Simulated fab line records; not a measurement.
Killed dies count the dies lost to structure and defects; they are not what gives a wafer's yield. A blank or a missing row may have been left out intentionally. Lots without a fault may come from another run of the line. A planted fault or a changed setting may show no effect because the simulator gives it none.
fab line records	flow nandHarc
[record] lots = 14	wafers = 42	lastDay = 24
route steps=1159 shown P_M1@309 THIN_TSV@1129 END@1159
lots with no fault: from the same line, run without faults
startH: the number of hours between the record's first day and the start of the first shown wafer of the lot	waitH: hours since the lot's step before	" repeats the value in the row above	L1.1+2: several wafers, shown together as one row	- value missing, or start not given	* or withheld: withheld	< > ~ a bound
route shown NAME@n: a module of which the file shows steps, and the number in the route of the first	usual: mean and standard deviation over wafers with no fault	same: alike in all rows	chamber/n: place in a boat	sites: readings site by site	_std_site: the standard deviation of these	_edge_site: outer sites' mean less inner sites'	radiusMm: for every site, how far away it sits from the centre of the wafer	mask NAME#n: copy n	behind: the last tool/chamber to shape the wafer	hold: why the lot went on hold/how many hours it stayed there/how the hold came to an end	device: the n, p or np transistor that did not switch	end of line: the same wafers' tests at the end of the route	a step given without rows: its recipe and nothing more	killed: dies that structure and defects cost at the first sort, which is not the same as the wafer's yield	map: a wafer's dies, marking killed ones x, the rest . and places with no die _
set.NAME: the setting the step ran with; set.NAME@STEP: the setting that earlier step ran with	model.NAME: the simulator's own value behind a step, which no gauge read
one table for each step of the route and one row for each wafer, over a sample of lots
services: from which hour (startH, from the record's first day; less than 0 if before it) a tool's chamber was out of use, for how many hours, and why
[[steps]]
[step NHARC_P_M1_ECD_22]
[recipe] targetThkA = 4000	bathTempC = 25	material = Cu
lot.wafer	tool	chamber	startH	waitH
L462.3+5+6	ecdCu-02	1,0,1	136.35	-
L463.2+4+5	ecdCu-01	0,1,1	136.67	-
L464.2+4+6	ecdCu-01	1,0,0	147.26	-
L467.1+2+6	ecdCu-01	1,0,0	152.66	-
L466.1+4+6	ecdCu-01	0,1,1	153.20	-
L469.4+3+6	ecdCu-01	1,0,0	172.80	-
L470.1+6+5	ecdCu-01	0,1,0	173.68	-
L471.1+5+6	ecdCu-01	1,1,0	187.55	-
L472.2+4+6	ecdCu-01	0	188.52	-
L474.4+3+5	ecdCu-01	0,1,1	197.52	-
L473.1+2+3	ecdCu-01	0,1,1	203.86	-
L475.1+4+6	ecdCu-02	0,1,0	211.72	-
L483.1+3+5	ecdCu-02	1,1,0	253.04	-
L484.1+6+5	ecdCu-02	1,0,1	267.01	-
[step NHARC_THIN_TSV_PVD_19]
[recipe] targetThkA = 200	chamberPressurePa = 5	material = TaN
[usual] throttleValvePct = 30.7/0.88
lot.wafer	tool	chamber	startH	waitH	throttleValvePct
L462.3	pvdSputter-03	-	-	-	29.8
L462.5	"	-	"	"	29.8
L462.6	"	-	"	"	30.1
L467.2	pvdSputter-02	-	-	-	30.0
L467.1	"	-	"	"	30.7
L467.6	"	-	"	"	30.5
L463.4	pvdSputter-02	-	-	-	30.8
L463.2	"	-	"	"	31.7
L463.5	"	-	"	"	30.3
L466.1	pvdSputter-02	-	-	-	30.5
L466.4	"	-	"	"	30.0
L466.6	"	-	"	"	30.6
L464.4	pvdSputter-02	-	-	-	30.4
L464.2	"	-	"	"	31.9
L464.6	"	-	"	"	30.5
L469.3	pvdSputter-03	-	-	-	30.7
L469.4	"	-	"	"	30.2
L469.6	"	-	"	"	31.9
L470.1	pvdSputter-01	-	-	-	29.4
L470.5	"	-	"	"	31.7
L470.6	"	-	"	"	31.2
L472.2	pvdSputter-02	-	-	-	30.6
L472.4	"	-	"	"	30.1
L472.6	"	-	"	"	31.8
L471.1	pvdSputter-03	-	-	-	29.7
L471.6	"	-	"	"	30.0
L471.5	"	-	"	"	30.2
L474.3	pvdSputter-02	-	-	-	31.7
L474.4	"	-	"	"	30.5
L474.5	"	-	"	"	31.8
L475.4	pvdSputter-02	-	-	-	30.3
L475.1	"	-	"	"	30.3
L475.6	"	-	"	"	30.5
L473.2	pvdSputter-02	-	-	-	30.7
L473.3	"	-	"	"	30.5
L473.1	"	-	"	"	31.7
L483.1	pvdSputter-01	-	-	-	31.6
L483.3	"	-	"	"	28.7
L483.5	"	-	"	"	31.6
L484.1	pvdSputter-02	-	-	-	30.2
L484.5	"	-	"	"	31.4
L484.6	"	-	"	"	30.0
[step NHARC_THIN_TSV_STRIP_56]
[recipe] powerW = 1500	tempC = 250	chemistry = O2
[usual] drypumpMotorCurrentA = 5.66/0.26	heaterPowerW = 323/38
lot.wafer	tool	chamber	startH	waitH	drypumpMotorCurrentA	heaterPowerW	rfHoursCounterH
L462.3	plasmaAsher-02	1	443.56	0.2	6.24	328	-
L462.5	"	0	"	"	5.61	407	-
L462.6	"	1	"	"	6.22	329	-
L467.1	plasmaAsher-02	1	445.62	0.1	6.23	321	26
L467.2	"	0	"	"	5.63	412	26
L467.6	"	1	"	"	6.22	326	-
L463.2	plasmaAsher-01	0	446.58	0.1	5.68	298	62
L463.4	"	0	"	"	5.67	306	-
L463.5	"	0	"	"	5.68	307	-
L466.1	plasmaAsher-01	1	448.81	0.1	5.44	310	63
L466.4	"	0	"	"	5.70	312	-
L466.6	"	1	"	"	5.40	310	-
L464.2	plasmaAsher-01	1	450.14	0.1	5.44	324	64
L464.4	"	1	"	"	5.43	310	-
L464.6	"	0	"	"	5.69	297	-
L469.3	plasmaAsher-01	1	473.58	0.2	5.39	307	-
L469.4	"	0	"	"	5.69	294	-
L469.6	"	1	"	"	5.40	299	-
L470.1	plasmaAsher-02	0	496.15	0.2	5.61	421	44
L470.6	"	1	"	"	6.22	329	-
L470.5	"	0	"	"	5.62	405	-
L472.2	plasmaAsher-01	0	497.43	0.1	5.67	299	10
L472.4	"	1	"	"	5.42	303	-
L472.6	"	1	"	"	5.40	298	-
L471.1	plasmaAsher-01	1	508.90	0.1	5.43	301	13
L471.5	"	1	"	"	5.43	298	-
L471.6	"	0	"	"	5.73	307	-
L474.3	plasmaAsher-01	0	510.32	0.3	5.69	306	-
L474.4	"	1	"	"	5.38	296	-
L474.5	"	0	"	"	5.68	300	-
L475.1	plasmaAsher-01	0	518.71	0.2	5.70	302	18
L475.4	"	1	"	"	5.41	308	-
L475.6	"	0	"	"	5.75	306	-
L473.1	plasmaAsher-02	1	528.56	0.1	6.23	327	55
L473.2	"	0	"	"	5.63	420	55
L473.3	"	0	"	"	5.62	412	-
L483.1	plasmaAsher-01	1	560.60	0.1	5.40	311	34
L483.3	"	0	"	"	5.68	311	-
L483.5	"	1	"	"	5.39	312	-
L484.1	plasmaAsher-01	0	570.64	0.1	5.71	301	39
L484.5	"	1	"	"	5.41	305	-
L484.6	"	0	"	"	5.74	301	-
[step NHARC_END_SORT_01]
[recipe] tempC = 25
[usual] defectLimitedYield = 95.2/1.6	killedAtArray = 29/11	killedAtOther = 0.7/1.1	killedAtPeriphery = 3.1/2	killedDies = 33/11	killedOpen = 3.5/1.8	killedShort = 2.0/1.4	sort_bin_2_pct = 1.5/0.6	sort_bin_3_pct = 0.24/0.19	sort_bin_4_pct = 3.1/1.1	sortNPass = 644/11	sortRimYieldPct = 96.5/2.3	sortYieldPct = 95.2/1.6
[same] grossDies = 677	sort_bin_5_pct[%] = 0	sort_bin_6_pct[%] = 0	sort_bin_7_pct[%] = 0	sort_bin_8_pct[%] = 0	sortRimNGross = 106.00
lot.wafer	tool	chamber	startH	waitH	defectLimitedYield[%]	killedAtArray	killedAtOther	killedAtPeriphery	killedDies	killedOpen	killedShort	sort_bin_2_pct[%]	sort_bin_3_pct[%]	sort_bin_4_pct[%]	sortNPass	sortRimYieldPct[%]	sortYieldPct[%]
L462.3	prober-02	0	477.79	3.1	96.0	25	0	2	27	3	1	1.3	0	2.7	650	97.2	96.0
L462.5	prober-02	0	479.40	3.7	96.8	20	0	2	22	5	1	0.3	0.15	2.8	655	97.2	96.8
L462.6	prober-02	0	480.21	4.0	97.0	17	0	3	20	1	3	0.6	0	2.4	657	94.3	97.0
L467.1	prober-01	0	480.23	2.5	95.4	27	0	4	31	4	4	1.2	0.30	3.1	646	92.5	95.4
L467.2	prober-01	0	481.03	2.8	95.3	26	0	6	32	4	2	1.3	0.15	3.2	645	99.1	95.3
L467.6	prober-01	0	484.23	4.0	94.1	33	0	7	40	6	1	2.1	0.30	3.5	637	94.3	94.1
L463.2	prober-02	0	484.81	2.8	94.4	34	0	4	38	6	3	1.6	0.30	3.7	639	97.2	94.4
L463.4	prober-02	0	486.43	3.4	93.6	41	0	2	43	4	3	2.2	0.30	3.8	634	97.2	93.6
L463.5	prober-02	0	487.24	3.7	93.9	39	1	1	41	2	2	2.7	0.59	2.8	636	97.2	93.9
L466.1	prober-01	0	488.01	2.5	97.9	8	3	3	14	2	1	0.3	0	1.8	663	98.1	97.9
L466.4	prober-01	0	490.40	3.4	97.2	11	3	5	19	5	2	0.6	0	2.2	658	99.1	97.2
L466.6	prober-01	0	491.99	4.0	97.0	10	1	9	20	3	3	1.0	0.15	1.8	657	98.1	97.0
L464.2	prober-02	0	492.61	2.8	98.5	9	0	1	10	0	2	0.6	0.15	0.7	667	100.0	98.5
L464.4	prober-02	0	494.21	3.4	97.0	17	0	3	20	3	6	1.0	0.15	1.8	657	96.2	97.0
L464.6	prober-02	0	495.81	4.0	96.8	18	0	4	22	5	0	1.0	0	2.2	655	98.1	96.8
L469.3	prober-01	0	497.36	3.1	95.6	30	0	0	30	7	1	1.2	0.44	2.8	647	99.1	95.6
L469.4	prober-01	0	498.15	3.4	96.3	23	0	2	25	1	0	0.4	0.30	3.0	652	100.0	96.3
L469.6	prober-01	0	499.74	4.0	96.0	24	0	3	27	8	0	1.2	0.44	2.4	650	96.2	96.0
L470.1	prober-01	0	504.42	2.5	94.4	34	0	4	38	2	0	1.5	0.44	3.7	639	93.4	94.4
L470.5	prober-01	0	507.64	3.7	92.8	44	1	4	49	3	3	2.4	0.15	4.7	628	97.2	92.8
L470.6	prober-01	0	508.44	4.0	94.1	34	1	5	40	2	2	2.1	0.30	3.5	637	91.5	94.1
L472.2	prober-02	0	508.32	2.8	94.8	33	0	2	35	3	4	1.8	0	3.4	642	97.2	94.8
L472.4	prober-02	0	509.94	3.4	95.4	27	0	4	31	6	2	1.6	0.30	2.7	646	96.2	95.4
L472.6	prober-02	0	511.55	4.0	95.1	31	0	2	33	3	2	0.9	0.74	3.2	644	95.3	95.1
L471.1	prober-01	0	518.18	2.5	96.0	23	0	4	27	4	1	1.0	0.44	2.5	650	96.2	96.0
L471.5	prober-01	0	521.31	3.6	94.7	32	0	4	36	3	2	1.6	0	3.7	641	99.1	94.7
L471.6	prober-01	0	522.09	3.9	94.5	30	0	7	37	8	3	1.8	0.15	3.5	640	93.4	94.5
L474.3	prober-02	0	519.80	3.1	50.8	20	0	313	333	3	1	17.0	3.99	28.2	344	56.6	50.8
L474.4	prober-02	0	520.60	3.4	94.8	34	0	1	35	3	5	2.1	0.44	2.7	642	95.3	94.8
L474.5	prober-02	0	521.41	3.7	48.7	28	1	318	347	1	1	17.6	2.95	30.7	330	49.1	48.7
L475.1	prober-01	0	528.44	2.5	93.8	39	3	0	42	4	2	2.5	0.15	3.5	635	95.3	93.8
L475.4	prober-01	0	530.86	3.4	93.2	41	3	2	46	3	2	2.4	0.30	4.1	631	98.1	93.2
L475.6	prober-01	0	532.47	4.0	93.9	37	2	2	41	8	2	1.8	0.30	4.0	636	92.5	93.9
L473.1	prober-02	0	538.81	2.5	94.1	33	5	2	40	7	0	1.8	0.15	4.0	637	98.1	94.1
L473.2	prober-02	0	539.61	2.8	44.5	30	0	346	376	3	2	19.9	2.51	33.1	301	45.3	44.5
L473.3	prober-02	0	540.41	3.1	46.2	21	1	342	364	1	2	20.7	5.02	28.1	313	54.7	46.2
L483.1	prober-01	0	570.08	2.5	97.2	15	0	4	19	2	2	1.0	0.15	1.6	658	98.1	97.2
L483.3	prober-01	0	571.69	3.1	96.0	23	0	4	27	2	3	1.3	0	2.7	650	94.3	96.0
L483.5	prober-01	0	573.31	3.7	96.5	23	0	1	24	0	5	0.7	0.30	2.5	653	99.1	96.5
L484.1	prober-02	0	578.86	2.5	96.3	25	0	0	25	2	2	0.9	0.44	2.4	652	94.3	96.3
L484.5	prober-02	0	582.02	3.7	96.5	23	0	1	24	2	0	0.7	0.30	2.5	653	93.4	96.5
L484.6	prober-02	0	582.81	3.9	96.5	24	0	0	24	3	0	1.5	0.15	1.9	653	98.1	96.5
// killed by level:class
L462.3 A_SLIT:chamberFilmFlake=12 A_CONTACT:chamberFilmFlake=6 A_CHANNEL_HOLE_D1:chamberFilmFlake=2 P_M0:geometricParticle:short=1 A_WL_FILL:geometricParticle:open=1 A_BLC:geometricParticle:open=1 A_M0:geometricParticle:open=1 P_ZERO_WELL:chamberFilmFlake=1
L462.5 A_SLIT:chamberFilmFlake=6 A_CHANNEL_HOLE_D1:chamberFilmFlake=4 A_WL_FILL:geometricParticle:open=2 A_CONTACT:geometricParticle:open=2 A_STAIRCASE:chamberFilmFlake=2 A_CONTACT:chamberFilmFlake=2 P_M0:geometricParticle:open=1 A_WL_FILL:geometricParticle:short=1
L462.6 A_SLIT:chamberFilmFlake=8 A_CONTACT:chamberFilmFlake=5 P_CONTACT:geometricParticle:open=1 P_M0:geometricParticle:short=1 A_SGD_CUT:geometricParticle:short=1 A_WL_FILL:geometricParticle:short=1 P_ZERO_WELL:chamberFilmFlake=1 A_CHANNEL_HOLE_D1:chamberFilmFlake=1
L467.1 A_SLIT:chamberFilmFlake=10 A_CHANNEL_HOLE_D1:chamberFilmFlake=9 A_CONTACT:geometricParticle:open=2 A_M1:geometricParticle:short=2 P_BONDPAD:geometricParticle:short=1 A_CHANNEL_FILL_D1:geometricParticle:open=1 A_WL_FILL:geometricParticle:short=1 A_M0:geometricParticle:open=1
L467.2 A_CHANNEL_HOLE_D1:chamberFilmFlake=12 A_SLIT:chamberFilmFlake=10 P_STI:chamberFilmFlake=3 P_GATE:geometricParticle:open=1 P_M1:geometricParticle:open=1 A_ONON_D1:geometricParticle:short=1 A_WL_FILL:geometricParticle:short=1 A_M0:geometricParticle:open=1
L467.6 A_CHANNEL_HOLE_D1:chamberFilmFlake=18 A_SLIT:chamberFilmFlake=6 P_CONTACT:chamberFilmFlake=2 P_M1:chamberFilmFlake=2 A_M1:chamberFilmFlake=2 P_CONTACT:geometricParticle:open=1 P_M1:geometricParticle:open=1 A_ONON_D1:geometricParticle:open=1
L463.2 A_CHANNEL_HOLE_D1:chamberFilmFlake=16 A_SLIT:chamberFilmFlake=9 P_CONTACT:geometricParticle:open=2 A_CONTACT:geometricParticle:open=2 P_STI:geometricParticle:short=1 A_CHANNEL_HOLE_D1:geometricParticle:short=1 A_CHANNEL_HOLE_D1:geometricParticle:open=1 A_WL_FILL:geometricParticle:short=1
L463.4 A_CHANNEL_HOLE_D1:chamberFilmFlake=16 A_SLIT:chamberFilmFlake=13 A_CONTACT:chamberFilmFlake=4 A_WL_FILL:geometricParticle:short=2 A_CONTACT:geometricParticle:open=2 A_SOURCE_PLATE:geometricParticle:open=1 A_CHANNEL_HOLE_D1:geometricParticle:open=1 A_SLIT:geometricParticle:short=1
L463.5 A_SLIT:chamberFilmFlake=16 A_CHANNEL_HOLE_D1:chamberFilmFlake=12 A_CONTACT:chamberFilmFlake=4 A_BONDPAD:chamberFilmFlake=2 A_ONON_D1:geometricParticle:open=1 A_CHANNEL_FILL_D1:geometricParticle:short=1 A_SGD_CUT:geometricParticle:short=1 A_WL_FILL:chamberFilmFlake=1
L466.1 A_CHANNEL_HOLE_D1:chamberFilmFlake=3 THIN_TSV:chamberFilmFlake=3 A_STAIRCASE:chamberFilmFlake=2 P_CONTACT:geometricParticle:open=1 P_M0:geometricParticle:short=1 A_M0:geometricParticle:open=1 P_BONDPAD:chamberFilmFlake=1 A_CONTACT:chamberFilmFlake=1
L466.4 P_M1:chamberFilmFlake=3 A_CHANNEL_HOLE_D1:chamberFilmFlake=3 THIN_TSV:chamberFilmFlake=3 A_CONTACT:geometricParticle:open=2 A_STAIRCASE:chamberFilmFlake=2 P_M0:geometricParticle:open=1 A_CHANNEL_FILL_D1:geometricParticle:short=1 A_WL_FILL:geometricParticle:short=1
L466.6 P_BONDPAD:chamberFilmFlake=5 A_STAIRCASE:chamberFilmFlake=4 A_CONTACT:geometricParticle:open=2 A_BLC:chamberFilmFlake=2 P_GATE:geometricParticle:open=1 P_CONTACT:geometricParticle:short=1 A_CONTACT:geometricParticle:short=1 A_M1:geometricParticle:short=1
L464.2 A_STAIRCASE:chamberFilmFlake=3 A_CHANNEL_HOLE_D1:chamberFilmFlake=2 A_SOURCE_PLATE:geometricParticle:short=1 A_CHANNEL_FILL_D1:geometricParticle:short=1 P_STI:chamberFilmFlake=1 A_SLIT:chamberFilmFlake=1 A_CONTACT:chamberFilmFlake=1
L464.4 A_CHANNEL_HOLE_D1:chamberFilmFlake=4 P_STI:chamberFilmFlake=2 A_STAIRCASE:chamberFilmFlake=2 A_CONTACT:chamberFilmFlake=2 P_CONTACT:geometricParticle:short=1 A_ONON_D1:geometricParticle:short=1 A_ONON_D1:geometricParticle:open=1 A_CHANNEL_FILL_D1:geometricParticle:short=1
L464.6 A_CHANNEL_HOLE_D1:chamberFilmFlake=7 A_STAIRCASE:chamberFilmFlake=4 P_STI:chamberFilmFlake=3 A_M0:geometricParticle:open=2 A_CONTACT:chamberFilmFlake=2 P_STI:geometricParticle:open=1 A_CHANNEL_HOLE_D1:geometricParticle:open=1 A_CONTACT:geometricParticle:open=1
L469.3 A_CHANNEL_HOLE_D1:chamberFilmFlake=17 A_CONTACT:chamberFilmFlake=3 A_SGD_CUT:geometricParticle:open=2 A_CONTACT:geometricParticle:open=2 A_M0:geometricParticle:open=2 A_STAIRCASE:chamberFilmFlake=2 A_ONON_D1:geometricParticle:short=1 A_ONON_D1:geometricParticle:open=1
L469.4 A_CHANNEL_HOLE_D1:chamberFilmFlake=17 A_STAIRCASE:chamberFilmFlake=4 A_M0:geometricParticle:open=1 P_ZERO_WELL:chamberFilmFlake=1 P_STI:chamberFilmFlake=1 A_CONTACT:chamberFilmFlake=1
L469.6 A_CHANNEL_HOLE_D1:chamberFilmFlake=15 A_ONON_D1:geometricParticle:open=2 A_SGD_CUT:geometricParticle:open=2 P_ZERO_WELL:chamberFilmFlake=2 P_CONTACT:geometricParticle:open=1 A_CONTACT:geometricParticle:open=1 A_M0:geometricParticle:open=1 A_M1:geometricParticle:open=1
L470.1 A_SLIT:chamberFilmFlake=12 A_CHANNEL_HOLE_D1:chamberFilmFlake=9 A_ZERO_WELL:chamberFilmFlake=4 A_STAIRCASE:chamberFilmFlake=4 A_BONDPAD:chamberFilmFlake=3 P_ZERO_WELL:chamberFilmFlake=2 P_CONTACT:geometricParticle:open=1 A_CHANNEL_FILL_D1:geometricParticle:open=1
L470.5 A_CHANNEL_HOLE_D1:chamberFilmFlake=19 A_SLIT:chamberFilmFlake=13 A_STAIRCASE:chamberFilmFlake=3 P_CONTACT:chamberFilmFlake=2 A_BONDPAD:chamberFilmFlake=2 P_M0:geometricParticle:open=1 A_CHANNEL_FILL_D1:geometricParticle:open=1 A_CHANNEL_FILL_D1:geometricParticle:short=1
L472.2 A_CHANNEL_HOLE_D1:chamberFilmFlake=16 A_WL_FILL:chamberFilmFlake=4 A_BONDPAD:chamberFilmFlake=3 A_CHANNEL_FILL_D1:geometricParticle:short=2 A_CONTACT:geometricParticle:open=2 A_CONTACT:chamberFilmFlake=2 A_M0:chamberFilmFlake=2 P_GATE:geometricParticle:open=1
L470.6 A_SLIT:chamberFilmFlake=14 A_CHANNEL_HOLE_D1:chamberFilmFlake=10 A_STAIRCASE:chamberFilmFlake=3 P_GATE:chamberFilmFlake=2 P_M2:geometricParticle:open=1 A_ONON_D1:geometricParticle:short=1 A_CONTACT:geometricParticle:short=1 A_BLC:geometricParticle:open=1
L472.4 A_CHANNEL_HOLE_D1:chamberFilmFlake=13 A_STAIRCASE:chamberFilmFlake=3 A_CHANNEL_FILL_D1:geometricParticle:open=2 P_GATE:chamberFilmFlake=2 A_BONDPAD:chamberFilmFlake=2 P_M0:geometricParticle:open=1 A_CHANNEL_FILL_D1:geometricParticle:short=1 A_SGD_CUT:geometricParticle:open=1
L472.6 A_CHANNEL_HOLE_D1:chamberFilmFlake=16 A_BONDPAD:chamberFilmFlake=4 A_WL_FILL:chamberFilmFlake=3 A_WL_FILL:geometricParticle:short=2 A_M0:geometricParticle:open=2 A_SOURCE_PLATE:geometricParticle:open=1 P_STI:chamberFilmFlake=1 P_GATE:chamberFilmFlake=1
L471.1 A_SLIT:chamberFilmFlake=8 A_CHANNEL_HOLE_D1:chamberFilmFlake=6 A_CONTACT:chamberFilmFlake=3 A_M0:geometricParticle:open=2 P_ZERO_WELL:chamberFilmFlake=2 A_STAIRCASE:chamberFilmFlake=2 P_BONDPAD:geometricParticle:open=1 A_CONTACT:geometricParticle:open=1
L474.3 P_M1:unspecified=311 A_SLIT:chamberFilmFlake=10 A_STAIRCASE:chamberFilmFlake=3 A_CHANNEL_HOLE_D1:chamberFilmFlake=2 P_CONTACT:geometricParticle:open=1 A_CHANNEL_HOLE_D1:geometricParticle:open=1 A_SGD_CUT:geometricParticle:short=1 A_CONTACT:geometricParticle:open=1
L474.4 A_SLIT:chamberFilmFlake=13 A_STAIRCASE:chamberFilmFlake=8 A_CHANNEL_HOLE_D1:chamberFilmFlake=3 A_WL_FILL:chamberFilmFlake=2 P_CONTACT:geometricParticle:open=1 A_ONON_D1:geometricParticle:short=1 A_ONON_D1:geometricParticle:open=1 A_SGD_CUT:geometricParticle:short=1
L471.5 A_SLIT:chamberFilmFlake=11 A_STAIRCASE:chamberFilmFlake=6 A_CONTACT:chamberFilmFlake=6 A_CHANNEL_HOLE_D1:chamberFilmFlake=3 A_WL_FILL:geometricParticle:open=2 P_ZERO_WELL:chamberFilmFlake=2 P_M0:geometricParticle:open=1 A_SOURCE_PLATE:geometricParticle:short=1
L474.5 P_M1:unspecified=318 A_SLIT:chamberFilmFlake=15 A_STAIRCASE:chamberFilmFlake=6 A_CHANNEL_HOLE_D1:chamberFilmFlake=4 A_CHANNEL_FILL_D1:geometricParticle:short=1 A_SGD_CUT:geometricParticle:open=1 A_CONTACT:chamberFilmFlake=1 THIN_TSV:chamberFilmFlake=1
L471.6 A_SLIT:chamberFilmFlake=13 P_ZERO_WELL:chamberFilmFlake=3 A_CHANNEL_HOLE_D1:chamberFilmFlake=3 A_STAIRCASE:chamberFilmFlake=3 A_CONTACT:chamberFilmFlake=3 A_CHANNEL_FILL_D1:geometricParticle:open=2 A_CONTACT:geometricParticle:open=2 P_GATE:geometricParticle:open=1
L475.1 A_CHANNEL_HOLE_D1:chamberFilmFlake=20 A_STAIRCASE:chamberFilmFlake=8 A_CONTACT:chamberFilmFlake=3 THIN_TSV:chamberFilmFlake=3 A_ZERO_WELL:chamberFilmFlake=2 A_SOURCE_PLATE:geometricParticle:short=1 A_ONON_D1:geometricParticle:short=1 A_ONON_D1:geometricParticle:open=1
L475.4 A_CHANNEL_HOLE_D1:chamberFilmFlake=25 A_STAIRCASE:chamberFilmFlake=7 A_CONTACT:chamberFilmFlake=4 THIN_TSV:chamberFilmFlake=3 P_M0:geometricParticle:open=1 A_SOURCE_PLATE:geometricParticle:short=1 A_CHANNEL_FILL_D1:geometricParticle:short=1 A_WL_FILL:geometricParticle:open=1
L475.6 A_CHANNEL_HOLE_D1:chamberFilmFlake=18 A_CONTACT:chamberFilmFlake=6 A_STAIRCASE:chamberFilmFlake=5 A_CONTACT:geometricParticle:open=3 P_CONTACT:geometricParticle:open=2 A_SOURCE_PLATE:geometricParticle:short=1 A_CHANNEL_HOLE_D1:geometricParticle:open=1 A_CHANNEL_HOLE_D1:geometricParticle:short=1
L473.1 A_CHANNEL_HOLE_D1:chamberFilmFlake=18 A_STAIRCASE:chamberFilmFlake=6 THIN_TSV:chamberFilmFlake=5 A_CHANNEL_FILL_D1:geometricParticle:open=2 A_WL_FILL:chamberFilmFlake=2 P_CONTACT:geometricParticle:open=1 A_CHANNEL_HOLE_D1:geometricParticle:open=1 A_BLC:geometricParticle:open=1
L473.2 P_M1:unspecified=344 A_CHANNEL_HOLE_D1:chamberFilmFlake=21 A_STAIRCASE:chamberFilmFlake=2 A_CONTACT:chamberFilmFlake=2 P_GATE:geometricParticle:open=1 A_ONON_D1:geometricParticle:short=1 A_CONTACT:geometricParticle:open=1 A_CONTACT:geometricParticle:short=1
L473.3 P_M1:unspecified=340 A_CHANNEL_HOLE_D1:chamberFilmFlake=12 A_CONTACT:chamberFilmFlake=3 A_CHANNEL_FILL_D1:chamberFilmFlake=2 P_M0:geometricParticle:open=1 A_ONON_D1:geometricParticle:short=1 A_M0:geometricParticle:short=1 P_ZERO_WELL:chamberFilmFlake=1
L483.1 A_CHANNEL_HOLE_D1:chamberFilmFlake=6 P_ZERO_WELL:chamberFilmFlake=2 A_STAIRCASE:chamberFilmFlake=2 A_WL_FILL:chamberFilmFlake=2 A_CONTACT:chamberFilmFlake=2 P_CONTACT:geometricParticle:short=1 P_M0:geometricParticle:open=1 A_CHANNEL_FILL_D1:geometricParticle:short=1
L483.3 A_CHANNEL_HOLE_D1:chamberFilmFlake=9 A_CONTACT:chamberFilmFlake=4 P_ZERO_WELL:chamberFilmFlake=3 A_ZERO_WELL:chamberFilmFlake=2 A_STAIRCASE:chamberFilmFlake=2 P_GATE:geometricParticle:short=1 A_SGD_CUT:geometricParticle:short=1 A_CONTACT:geometricParticle:open=1
L483.5 A_CHANNEL_HOLE_D1:chamberFilmFlake=9 A_CONTACT:chamberFilmFlake=5 A_STAIRCASE:chamberFilmFlake=4 A_WL_FILL:geometricParticle:short=2 A_SOURCE_PLATE:geometricParticle:short=1 A_ONON_D1:geometricParticle:short=1 A_CHANNEL_FILL_D1:geometricParticle:short=1 P_ZERO_WELL:chamberFilmFlake=1
L484.1 A_CHANNEL_HOLE_D1:chamberFilmFlake=14 A_CONTACT:chamberFilmFlake=5 A_ONON_D1:geometricParticle:short=2 A_SOURCE_PLATE:geometricParticle:open=1 A_ONON_D1:geometricParticle:open=1 A_CHANNEL_FILL_D1:chamberFilmFlake=1 A_SGD_CUT:chamberFilmFlake=1
L484.5 A_CHANNEL_HOLE_D1:chamberFilmFlake=11 A_CONTACT:chamberFilmFlake=5 A_WL_FILL:chamberFilmFlake=2 A_CHANNEL_FILL_D1:geometricParticle:open=1 A_M0:geometricParticle:open=1 P_STI:chamberFilmFlake=1 A_ZERO_WELL:chamberFilmFlake=1 A_CHANNEL_FILL_D1:chamberFilmFlake=1
L484.6 A_CHANNEL_HOLE_D1:chamberFilmFlake=11 A_CONTACT:chamberFilmFlake=6 A_CHANNEL_FILL_D1:chamberFilmFlake=2 A_WL_FILL:chamberFilmFlake=2 A_ONON_D1:geometricParticle:open=1 A_CHANNEL_FILL_D1:geometricParticle:open=1 A_CONTACT:geometricParticle:open=1
[[services]]
tool	chamber	startH	hours	kind
ecdCu-02	-	180.30	8.0	pm
plasmaAsher-02	-	183.00	9.0	pm
ecdCu-02	-	191.73	0.2	repair
plasmaAsher-02	-	196.08	6.0	repair
ecdCu-02	-	205.31	1.9	repair
pvdSputter-02	-	214.00	10.0	pm
plasmaAsher-01	-	227.17	6.5	repair
pvdSputter-02	-	229.43	5.2	repair
plasmaAsher-01	-	240.88	2.7	repair
ecdCu-01	-	272.22	8.0	pm
plasmaAsher-01	-	276.60	9.0	pm
plasmaAsher-01	-	285.73	1.4	repair
plasmaAsher-02	-	288.12	13.1	repair
ecdCu-02	-	320.59	0.8	repair
ecdCu-02	-	356.64	8.0	pm
plasmaAsher-02	-	360.31	9.0	pm
pvdSputter-02	-	392.00	10.0	pm
pvdSputter-02	-	436.22	5.5	repair
ecdCu-01	-	448.22	8.0	pm
plasmaAsher-01	-	453.60	9.0	pm
ecdCu-02	-	532.64	8.0	pm
ecdCu-01	-	549.08	1.0	repair
ecdCu-01	-	553.69	4.0	repair
pvdSputter-02	-	570.00	10.0	pm
[[key]]
[firstSign] step = NHARC_END_SORT_01	reading = killedAtPeriphery	direction = up	sigmas = 99+	usual = 3.1	struck = 329.8
[effect] step = NHARC_END_SORT_01	reading = killedDies	direction = up	sigmas = 30	usual = 33	struck = 355
[moreKillsBornAt] NHARC_P_M1_ECD_22@ecdCu-01 = 1313
metAt NHARC_P_M1_ECD_22
struckLots L473,L474
struckWafers L473.2,L473.3,L474.3,L474.5
notActingAt NHARC_THIN_TSV_PVD_19,NHARC_THIN_TSV_STRIP_56
onsetBetween 187.55 197.52
[fault] kind = chamberParticleSource	tool = ecdCu-01	chamber = 1	onsetH = 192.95	steps = NHARC_P_M1_ECD_22	ratePerVisitCm2 = 0.70427	endH = 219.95
